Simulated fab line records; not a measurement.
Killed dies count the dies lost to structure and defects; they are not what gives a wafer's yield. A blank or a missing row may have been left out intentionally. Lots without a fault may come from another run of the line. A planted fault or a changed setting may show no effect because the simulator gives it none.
fab line records	flow n5-finfet
record: lots: 4	wafers: 10	last-day: 18
route steps=1938 shown MOL_CONTACT_COAG@548 BEOL_M4@1111 PASSIVATION@1936
lots untouched by any fault: they come from a run of this same line in which no faults occurred
start-h: hours from the record's opening day to when the first of the lot's shown wafers began	wait-h: hours elapsed since this lot's preceding step	" the same as in the row above	L1.1+2: one row covering several wafers at once	- no value present, or no start provided	* or withheld: withheld	< > ~ a bound
route shown NAME@n: a module of which the file shows steps, and the number in the route of the first	usual: mean/standard deviation taken from wafers without a fault	same: alike in all rows	chamber/n: place in a boat	sites: per-site readings	_std_site: their standard deviation	_edge_site: mean of outer sites minus mean of inner sites	radius-mm: for every site, how far away it sits from the centre of the wafer	mask NAME#n: copy n	behind: the last tool/chamber to shape the wafer	hold: the reason the lot was held/the length of the hold in hours/how it ended	device: the n, p or np transistor that did not switch	end of line: tests run on the same wafers once the route is complete	step lacking rows: just its recipe	killed: dies lost to structure and defects at the first sort, not the wafer's yield	map: the dies of a wafer, with x for killed, . for not killed, _ for no die there
set.NAME: the setting as run; set.NAME@STEP: as run at that earlier step	model.NAME: the simulator's own value behind a step, which no gauge read
lots seen at some steps along the route; tables by step, rows by wafer
services: when a tool's chamber went out of use (start-h, in hours from the record's first day, below 0 if earlier), for how many hours, and the reason
== steps ==
step: N5_MOL_CONTACT_COAG_CO_FILL_22
recipe: material: Co	target-thk-a: 200	temp-c: 200	precursor: CCTBA/H2	pressure-torr: 30
step: N5_MOL_CONTACT_COAG_ANNEAL_113
recipe: temp-c: 400	time-s: 300	ambient: H2/N2
step: N5_MOL_CONTACT_COAG_PRE_CLEAN_142
recipe: gas: H2/He	time-s: 60	temp-c: 300
step: N5_MOL_CONTACT_COAG_SPUTTER_130
recipe: material: Co	target-thk-a: 475	temp-c: 25	chamber-pressure-pa: 0.5	power-w: 3000
step: N5_MOL_CONTACT_COAG_PRECLEAN_125
recipe: chemistry: DIW	time-s: 57.5	temp-c: 23
step: N5_MOL_CONTACT_COAG_SRD_126
recipe: dry-time-s: 32	dry: n2-spin	spin-rpm: 1500
step: N5_MOL_CONTACT_COAG_CMP_23
recipe: stop-on: SiO2	t-overpolish-s: 1.5	post-cmp-clean: cu-alkaline	down-force-psi: 2	platen-rpm: 50.289	pad-velocity-m-s: 1.0006	target-thk-nm: 0
step: N5_MOL_CONTACT_COAG_WET_ETCH_26
recipe: target: Co	target-depth-nm: 13
step: N5_MOL_CONTACT_COAG_WET_ETCH_116
recipe: chemistry: SC1-inhibited	target-depth-nm: 4.6	dry: ipa-marangoni	rinse-time-s: 30	rinse-temp-c: 23
step: N5_MOL_CONTACT_COAG_ALD_27
recipe: material: SiOC	target-thk-a: 170	temp-c: 400	ald-precursor-family: carbosiloxane	ald-co-reactant: H2-plasma	pulse-time-s: 1.5	time-s: 2720	purge-time-s: 2	co-reactant-purge-time-s: 2	ald-cycles: 340	pressure-torr: 2
step: N5_MOL_CONTACT_COAG_CMP_28
recipe: stop-on: SiNx	t-overpolish-s: 0.85	post-cmp-clean: alkaline-brush	down-force-psi: 4.15	platen-rpm: 51.8	pad-velocity-m-s: 1.0307	target-thk-nm: 14.522
usual: edge-zone-pressure-frac: 1.001/0.0047	motor-current-A: 11.5/1.3	pad-life-wafers: 905/560	time-to-endpoint-s: 5.2/2.4
lot.wafer	tool	chamber	start-h	wait-h	edge-zone-pressure-frac	motor-current-A	pad-life-wafers	time-to-endpoint-s
L428.2	cmp-04	3	151.79	0.9	1.000	13.5	627	2.9
L428.5	"	0	"	"	1.001	10.5	-	3.1
L428.6	"	1	"	"	0.997	10.6	-	6.5
L434.1	cmp-04	2	194.59	0.8	0.998	10.9	919	8.6
L434.4	"	0	"	"	1.008	11.0	921	3.9
L438.1	cmp-04	0	212.26	0.8	0.997	10.9	1069	0.0
L438.5	"	3	"	"	0.997	13.8	-	5.2
L440.1	cmp-02	2	235.61	0.8	0.999	12.7	1890	5.9
L440.6	"	2	"	"	0.998	12.6	-	7.0
L440.5	"	3	"	"	1.000	11.3	-	3.4
step: N5_MOL_CONTACT_COAG_ALD_123
recipe: material: SiNx	target-thk-a: 50	temp-c: 400	ald-precursor-family: SiH2I2	ald-co-reactant: N2/H2-plasma	pulse-time-s: 1	purge-time-s: 2	co-reactant-purge-time-s: 2	ald-cycles: 100	pressure-torr: 2
step: N5_MOL_CONTACT_COAG_PECVD_31
recipe: material: SiO2	target-thk-a: 460	temp-c: 400	precursor: TEOS/O2	pressure-torr: 6.5	rf-w: withheld	teos-flow-sccm: withheld	gas: O2	flow-sccm: 2650	time-s: 8.9
step: N5_MOL_CONTACT_COAG_COAT_75
recipe: resist: SOC	temp-c: 250	time-s: 60	spin-rpm: 1500	resist-thk-nm: 60
step: N5_MOL_CONTACT_COAG_COAT_76
recipe: resist: SiARC	temp-c: 220	time-s: 60	spin-rpm: 1500	resist-thk-nm: 10
step: N5_MOL_CONTACT_COAG_COAT_77
recipe: resist: underlayer	temp-c: 205	time-s: 60	spin-rpm: 1500	resist-thk-nm: 10
step: N5_MOL_CONTACT_COAG_COAT_78
recipe: resist: CAR-EUV	spin-rpm: 1500	resist-thk-nm: 40
step: N5_MOL_CONTACT_COAG_EBR_80
recipe: solvent: PGMEA	ebr-width-mm: 1.5
step: N5_MOL_CONTACT_COAG_SOFTBAKE_79
recipe: temp-c: 110	time-s: 60	resist: CAR-EUV
step: N5_MOL_CONTACT_COAG_EXPOSE_81
recipe: mask-id: VG	na: 0.33	source-shape: annular	sigma-inner: 0.3	sigma-outer: 0.7	polarization: unpolarized	defocus-nm: 0	dose-mj: 59.5
step: N5_MOL_CONTACT_COAG_PEB_82
recipe: peb-temp-c: 100	peb-time-s: 60	resist: CAR-EUV
step: N5_MOL_CONTACT_COAG_DEVELOP_83
recipe: develop-time-s: 30	developer: TMAH	resist: CAR-EUV	rinse-liquid: surfactant-rinse	dry: air-spin	dev-temp-c: 23
step: N5_MOL_CONTACT_COAG_DESCUM_88
recipe: chemistry: O2	time-s: 7	source-power-w: 50	bias-power-w: 20	pressure-mtorr: 20	rf-frequency-hz: 2.712e+07	temp-c: 40	resist: CAR-EUV	o2-flow-sccm: 225
step: N5_MOL_CONTACT_COAG_ETCH_89
recipe: chemistry: N2/H2	target: underlayer	target-depth-a: 130	mask-material: CAR-EUV	time-s: 10.4	ion-energy-ev: 200	pressure-mtorr: 30	source-w: 840	bias-w: 150	n2-flow-sccm: 200	h2-flow-sccm: 200	ends: cleared
step: N5_MOL_CONTACT_COAG_ETCH_90
recipe: chemistry: CF4	target: SiARC	target-depth-a: 130	mask-material: CAR-EUV	time-s: 21.7	ion-energy-ev: 80	pressure-mtorr: 40	source-w: 545	bias-w: 36	Ar_flow_sccm: 100	cf4-flow-sccm: 100	ends: cleared
step: N5_MOL_CONTACT_COAG_ALD_131
recipe: material: SiO2	target-thk-a: 50	temp-c: 100	ald-precursor-family: BDEAS	ald-co-reactant: O2-plasma	pulse-time-s: 1	co-reactant-pulse-time-s: 1	purge-time-s: 2	co-reactant-purge-time-s: 2	ald-cycles: 35	pressure-torr: 2
step: N5_MOL_CONTACT_COAG_ETCHBACK_132
recipe: chemistry: CHF3	target: SiO2	target-depth-a: 100	time-s: 6.7	ion-energy-ev: 200	pressure-mtorr: 30	source-w: 610	bias-w: 170	Ar_flow_sccm: 200	CHF3_flow_sccm: 50
step: N5_MOL_CONTACT_COAG_ETCH_91
recipe: chemistry: N2/H2	target: SOC	target-depth-a: 600	overetch-a: 210	mask-material: SiARC	temp-c: 40	time-s: 101.2	ion-energy-ev: 200	pressure-mtorr: 30	source-w: 840	bias-w: 150	n2-flow-sccm: 200	h2-flow-sccm: 200
step: N5_MOL_CONTACT_COAG_STRIP_92
recipe: chemistry: N2/H2	temp-c: 40	n2-flow-sccm: 200	h2-flow-sccm: 200	rf-frequency-hz: 6e+07
step: N5_MOL_CONTACT_COAG_STRIP_93
recipe: chemistry: N2/H2	temp-c: 40	n2-flow-sccm: 200	h2-flow-sccm: 200	rf-frequency-hz: 6e+07
step: N5_MOL_CONTACT_COAG_ETCHBACK_135
recipe: chemistry: CHF3	target: SiO2	target-depth-a: 250	time-s: 16.7	ion-energy-ev: 200	pressure-mtorr: 30	source-w: 610	bias-w: 170	Ar_flow_sccm: 200	CHF3_flow_sccm: 50
step: N5_MOL_CONTACT_COAG_STRIP_118
recipe: chemistry: CHF3	resist: SiARC	rf-frequency-hz: 6e+07
step: N5_MOL_CONTACT_COAG_VIA_ETCH_46
recipe: chemistry: C4F6/O2	target-depth-a: 460	overetch-a: 92	mask-material: SOC	target: SiO2	bias-w: 455	pressure-mtorr: 10	time-s: 40	source-w: 325	Ar_flow_sccm: 300	C4F6_flow_sccm: 10	O2_flow_sccm: 10	ion-energy-ev: 575.3	ends: end-point
step: N5_MOL_CONTACT_COAG_STRIP_96
recipe: chemistry: N2/H2	power-w: 500	temp-c: 40	pressure-mtorr: 50	rf-frequency-hz: 6e+07	overash-fraction: 0.3	bias-power-w: 28	h2-frac: 0.5	n2-flow-sccm: 300	h2-flow-sccm: 300
step: N5_MOL_CONTACT_COAG_ETCH_47
recipe: chemistry: CH3F/O2	target: SiNx	target-depth-a: 270	mask-material: SiO2	stop-on: W	over-etch-frac: 0.2	ion-energy-ev: 120	endpoint: OES-CN	pressure-mtorr: 30	source-w: 395	bias-w: 73	Ar_flow_sccm: 150	CH3F_flow_sccm: 30	O2_flow_sccm: 20	ends: end-point
usual: drypump-motor-current-A: 5.7/0.51	etch-rf-on-time-s: 31.3/0.6	mfc-ar-sccm: 150.0/0.45	oes-product-au: 0.74/0.059	rf-vpp-V: 298/6	showerhead-plenum-p-Torr: 2.00/0.056	throttle-valve-pct: 16.25/0.24
lot.wafer	tool	chamber	start-h	wait-h	drypump-motor-current-A	etch-rf-on-time-s	mfc-ar-sccm	oes-product-au	rf-hours-counter-h	rf-vpp-V	showerhead-plenum-p-Torr	throttle-valve-pct	model.etch.depth-nm
L428.2	rie-diel-06	2	153.55	0.0	5.4	32.2	150.4	0.73	87	296	1.94	16.32	17.88
L428.5	"	2	"	"	5.4	32.0	150.6	0.73	-	297	1.94	16.33	17.83
L428.6	"	1	"	"	4.8	31.3	149.4	0.67	-	307	1.92	16.47	17.95
L434.1	rie-diel-06	0	196.60	0.0	6.3	30.9	149.8	0.77	42	293	1.96	16.43	17.68
L434.4	"	3	"	"	6.6	31.1	150.7	0.71	97	298	2.02	16.47	17.94
L438.1	rie-diel-06	0	214.17	0.0	6.2	30.7	149.6	0.77	48	293	1.96	16.45	17.8
L438.5	"	0	"	"	6.2	31.0	150.1	0.77	-	292	1.96	16.46	17.99
L440.1	rie-diel-06	0	238.02	0.0	6.2	31.3	150.1	0.75	56	293	1.96	16.46	17.9
L440.5	"	1	"	"	4.8	31.3	150.5	0.65	-	306	1.91	16.52	17.87
L440.6	"	0	"	"	6.2	31.3	149.3	0.75	-	292	1.96	16.45	18.03
step: N5_MOL_CONTACT_COAG_STRIP_119
recipe: chemistry: N2/H2	time-s: 30	power-w: 1000	temp-c: 250	pressure-mtorr: withheld	n2-flow-sccm: 1750	h2-flow-sccm: 3250
step: N5_BEOL_M4_RC_MEAS_101
usual: DIBL_N: 36.0/1.9	DIBL_P: 36.0/2.1	IOFF_N: 0.155/0.029	IOFF_P: 0.20/0.032	ION_N: 672/11	ION_P: 461/6.9	SS_N: 71.5/0.58	SS_P: 73.2/0.64	VT_N: 250.4/2.9	VT_P: -251.0/2.8
lot.wafer	tool	chamber	start-h	wait-h	DIBL_N[mV/V]	DIBL_P[mV/V]	IOFF_N[nA/um]	IOFF_P[nA/um]	ION_N[uA/um]	ION_P[uA/um]	SS_N[mV/dec]	SS_P[mV/dec]	VT_N[mV]	VT_P[mV]
L428.2	prober-01	0	241.12	0.2	32.8	32.3	0.099	0.15	644	448	70.2	72.5	257.9	-254.0
L428.5	"	0	"	"	33.4	34.6	0.123	0.18	667	461	71.1	73.8	251.8	-251.1
L428.6	"	0	"	"	34.1	34.3	0.123	0.17	651	454	72.0	72.1	256.5	-250.7
L434.1	prober-01	0	263.93	0.0	34.9	36.2	0.129	0.19	647	449	72.0	73.1	252.0	-251.1
L434.4	"	0	"	"	34.9	36.2	0.134	0.18	656	451	71.2	72.7	250.8	-251.4
L438.1	prober-02	0	288.05	0.0	35.9	37.5	0.160	0.22	675	470	72.3	73.6	250.3	-247.6
L438.5	"	0	"	"	32.6	33.5	0.113	0.17	661	468	70.2	72.8	253.6	-252.7
L440.1	prober-02	0	311.89	0.0	34.8	34.8	0.151	0.21	676	463	71.3	72.6	251.0	-250.0
L440.5	"	0	"	"	33.5	33.6	0.134	0.19	677	468	71.2	72.5	252.4	-247.9
L440.6	"	0	"	"	33.5	33.8	0.130	0.18	673	463	71.0	71.8	253.3	-252.4
step: N5_PASSIVATION_PROBE_49
usual: defect-limited-yield: 91.0/1.5	killed_at_M0_to_M3: 33/9.4	killed_at_M4_up: 14/4.8	killed-at-contacts: 13/7.3	killed-at-front-end: 43/13	killed-at-other: 3.6/2.9	killed-dies: 106/18	killed-open: 69/13	killed-short: 35/8.2	sort_bin_5_function: 5.3/1	sort_bin_6_memory: 3.3/0.68	sort_bin_8_speed: 0.01/0.027	sort-n-pass: 1074/18	sort-yield-pct: 91.0/1.5
same: gross-dies: 1180	killed-at-back-side: 0	sort_bin_4_leakage[%]: 0
lot.wafer	tool	chamber	start-h	wait-h	defect-limited-yield[%]	killed_at_M0_to_M3	killed_at_M4_up	killed-at-contacts	killed-at-front-end	killed-at-other	killed-dies	killed-open	killed-short	sort_bin_5_function[%]	sort_bin_6_memory[%]	sort_bin_8_speed[%]	sort-n-pass	sort-yield-pct[%]
L428.2	prober-01	-	350.94	0.1	92.1	28	9	11	43	2	93	58	30	4.2	3.0	0.17	1085	91.9
L428.5	prober-01	-	351.09	0.2	91.2	32	20	13	39	0	104	67	36	5.6	3.0	0	1076	91.2
L428.6	prober-01	-	351.14	0.3	89.0	41	12	25	51	1	130	84	44	6.7	3.7	0	1050	89.0
L434.1	prober-01	-	360.91	0.0	90.1	32	17	14	48	6	117	78	36	5.7	4.0	0	1063	90.1
L434.4	prober-01	-	361.06	0.2	90.3	42	19	10	42	1	114	71	41	5.6	3.9	0	1066	90.3
L438.1	prober-01	-	400.35	0.0	90.6	29	22	23	31	6	111	72	36	5.7	3.2	0	1069	90.6
L438.5	prober-01	-	400.55	0.2	88.1	41	22	23	44	10	140	100	33	7.2	4.0	0	1040	88.1
L440.1	prober-01	-	421.92	0.0	91.6	28	5	17	48	1	99	64	35	5.0	2.9	0	1081	91.6
L440.5	prober-01	-	422.12	0.2	90.8	42	10	16	38	2	108	65	37	5.5	3.0	0	1072	90.8
L440.6	prober-01	-	422.17	0.3	92.2	28	24	17	23	0	92	43	41	4.2	2.8	0	1088	92.2
killed by level:class
L428.2 FIN_SAQP:geometric-particle:open=10 MOL_CONTACT_COAG:geometric-particle:open=10 FIN_SAQP:geometric-particle:short=9 BEOL_M2:geometric-particle:open=7 STI_FIN_REVEAL:geometric-particle:open=5 BEOL_M0_SAQP:geometric-particle:open=5 GATE_CUT:geometric-particle:short=4 BEOL_M0_SAQP:geometric-particle:short=4
L428.5 MOL_CONTACT_COAG:geometric-particle:open=11 FIN_SAQP:geometric-particle:short=9 BEOL_M2:geometric-particle:open=7 DUMMY_GATE:geometric-particle:open=6 BEOL_M1:geometric-particle:open=6 STI_FIN_REVEAL:geometric-particle:open=5 BEOL_M3:geometric-particle:open=5 FIN_SAQP:geometric-particle:open=4
L428.6 MOL_CONTACT_COAG:geometric-particle:open=18 BEOL_M2:geometric-particle:open=17 STI_FIN_REVEAL:geometric-particle:open=16 FIN_SAQP:geometric-particle:short=12 MOL_CONTACT_COAG:geometric-particle:short=7 BEOL_M0_SAQP:geometric-particle:short=7 BEOL_M1:geometric-particle:open=7 FIN_SAQP:geometric-particle:open=6
L434.1 STI_FIN_REVEAL:geometric-particle:open=15 BEOL_M3:geometric-particle:open=13 MOL_CONTACT_COAG:geometric-particle:open=11 BEOL_M4:geometric-particle:open=9 STI_FIN_REVEAL:geometric-particle:short=6 BEOL_M0_SAQP:geometric-particle:open=6 DUMMY_GATE:geometric-particle:open=5 DUMMY_GATE:geometric-particle:short=4
L434.4 BEOL_M3:geometric-particle:open=14 FIN_SAQP:geometric-particle:short=10 STI_FIN_REVEAL:geometric-particle:open=10 BEOL_M2:geometric-particle:open=9 BEOL_M4:geometric-particle:open=8 FIN_SAQP:geometric-particle:open=7 MOL_CONTACT_COAG:geometric-particle:open=7 BEOL_M3:geometric-particle:short=7
L438.1 MOL_CONTACT_COAG:geometric-particle:open=16 BEOL_M4:geometric-particle:short=8 MOL_CONTACT_COAG:geometric-particle:short=7 BEOL_M1:geometric-particle:open=7 STI_FIN_REVEAL:geometric-particle:open=6 BEOL_M2:geometric-particle:open=6 BEOL_M4:geometric-particle:open=6 BEOL_M0_SAQP:geometric-particle:open=5
L438.5 MOL_CONTACT_COAG:geometric-particle:open=19 BEOL_M2:geometric-particle:open=13 BEOL_M3:geometric-particle:open=9 BEOL_M0_SAQP:geometric-particle:open=8 STI_FIN_REVEAL:geometric-particle:open=7 BEOL_M4:geometric-particle:open=7 FIN_SAQP:geometric-particle:open=6 DUMMY_GATE:geometric-particle:open=6
L440.1 FIN_SAQP:geometric-particle:short=12 MOL_CONTACT_COAG:geometric-particle:open=11 FIN_SAQP:geometric-particle:open=9 GATE_CUT:geometric-particle:open=7 BEOL_M0_SAQP:geometric-particle:open=7 MOL_CONTACT_COAG:geometric-particle:short=6 BEOL_M3:geometric-particle:open=6 BEOL_M0_SAQP:geometric-particle:short=6
L440.5 BEOL_M0_SAQP:geometric-particle:open=18 BEOL_M0_SAQP:geometric-particle:short=15 MOL_CONTACT_COAG:geometric-particle:open=12 FIN_SAQP:geometric-particle:short=7 FIN_SAQP:geometric-particle:open=6 STARTING-WAFER:geometric-particle:open=5 HKMG_FIN:area-etch=5 DUMMY_GATE:geometric-particle:open=4
L440.6 MOL_CONTACT_COAG:geometric-particle:open=13 BEOL_M4:geometric-particle:open=10 BEOL_M0_SAQP:geometric-particle:short=10 BEOL_M0:geometric-particle:short=7 FIN_SAQP:geometric-particle:short=5 MOL_CONTACT_COAG:geometric-particle:short=4 BEOL_M3:geometric-particle:open=4 BEOL_M4:geometric-particle:short=4
== services ==
tool	chamber	start-h	hours	kind
rie-diel-06	0	131.05	5.5	repair
rie-diel-06	0	162.38	3.7	repair
cmp-02	-	172.72	1.7	repair
cmp-04	-	197.34	4.2	repair
cmp-02	-	236.73	2.3	repair
rie-diel-06	3	237.05	5.0	repair
== key ==
first-sign none at tools or gauges
model-effect: step: N5_MOL_CONTACT_COAG_ETCH_47	value: etch.depth-nm	without: 17.95	struck: 17.74
met-at N5_MOL_CONTACT_COAG_CMP_28
struck-wafers L434.1,L438.1
onset-between 151.79 194.59
fault: kind: process-parameter-drift	tool: cmp-04	chamber: -	onset-h: 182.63	steps: N5_MOL_CONTACT_COAG_CMP_28	channel: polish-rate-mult	offset: 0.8	shape: step	end-h: 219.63	scope: struck-wafers-only
